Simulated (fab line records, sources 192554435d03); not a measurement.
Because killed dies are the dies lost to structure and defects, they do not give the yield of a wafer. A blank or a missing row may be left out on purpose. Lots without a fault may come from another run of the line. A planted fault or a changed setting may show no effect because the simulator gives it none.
Problem report in the 8D (eight disciplines) form, filled by code | flow n5 finfet | the parts of the form that need people (team, actions taken, sign-off) are left out

## 1. WHAT WENT WRONG
Mean of killed_at_M4_up at N5_PASSIVATION_PROBE_49: 85 across 9 wafers in 3 lots; on wafers with no fault it is 12 (standard deviation 4.4). That is +17 standard deviations from the usual mean.
First seen on wafer L585.2, day 15 13:18, on prober-02. At this step, 9 wafers from 3 lots have a number in the record. Rule for "out", or "out of limits": more than 4 standard deviations from the usual mean. The rest of the wafers with a number are treated as sound.

## 2. WHAT IT IS, WHAT IT ISN'T
question                    | is                     | is not
which readings at this step | killed_at_M4_up        | killed_at_M0_to_M3, killed at contacts, killed at front end, killed short, sort_bin_8_speed
which lots                  | L584, L585, L586       | -
which wafers of those lots  | all that have a number | -
read on which tools         | prober-02              | -
when                        | from day 15 13:18      | up to then (0 sound wafers)

## 3. THE SUSPECTS, EACH WITH WHAT RULES IT OUT
Counting: a tool stays on the suspect list if, at a process step up to the reading, it processed all lots that are out and no sound lot following the first of them.
- rie metal-01 at N5_BEOL_M10_HM_OPEN_17 (chemistry Cl2/BCl3, target TiN, target depth 20 nm, overetch 6 nm): kept. It ran every lot that is out, first L584 (day 13 13:37), and no sound lot after that.
- prober-02 at N5_PASSIVATION_PROBE_49: kept. It ran every lot that is out, first L585 (day 15 13:18), and no sound lot after that. Its own readings are out on those wafers: killed_at_M4_up.
The count leaves prober-02 at N5_PASSIVATION_PROBE_49 and rie metal-01 at N5_BEOL_M10_HM_OPEN_17.

## 4. THE CAUSE (what the simulator had put in)
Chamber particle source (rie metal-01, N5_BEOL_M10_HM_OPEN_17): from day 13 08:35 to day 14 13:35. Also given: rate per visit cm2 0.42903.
This tool is one of the 2 suspects left after counting.

## 5. THE CHAIN OF EFFECTS, in route order
Each row: a reading where the mean over the struck wafers with a number is more than 3 standard deviations away from the usual. Only readings whose record carries a usual standard deviation are examined. hours: median over the lots of the time between each lot's start at the first step of this table that gives one and its start at this step. sigmas: the change, counted in usual standard deviations.
hours | step                    | reading              | usual  | on struck wafers | change | sigmas
0     | N5_PASSIVATION_PROBE_49 | defect limited yield | 91.5 % | 85.5             | -6.0   | -4.3
0     | N5_PASSIVATION_PROBE_49 | killed_at_M4_up      | 12     | 85               | +73    | +17
0     | N5_PASSIVATION_PROBE_49 | killed dies          | 100    | 171              | +71    | +4.2
0     | N5_PASSIVATION_PROBE_49 | sort_bin_5_function  | 5.0 %  | 9.4              | +4.4   | +4.7
0     | N5_PASSIVATION_PROBE_49 | sort n pass          | 1079   | 1007             | -72    | -4.2
0     | N5_PASSIVATION_PROBE_49 | sort yield pct       | 91.4 % | 85.4             | -6.0   | -4.0
Here are the process steps it includes:
- N5_PASSIVATION_PROBE_49

## 6. HOW IT WOULD HAVE BEEN CAUGHT EARLIER
In this record no reading fell out of limits until day 15 13:18, 53 hours after the fault had begun at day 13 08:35.
Tool readings at N5_BEOL_M10_HM_OPEN_17 with a usual standard deviation given in the record: none out on any struck wafer, hence no alarm at a limit of 4 standard deviations on them.
Lots out: 3; all had begun N5_BEOL_M10_HM_OPEN_17 on rie metal-01 by day 15 13:18. Tool hold at that time: it would have spared none of them.
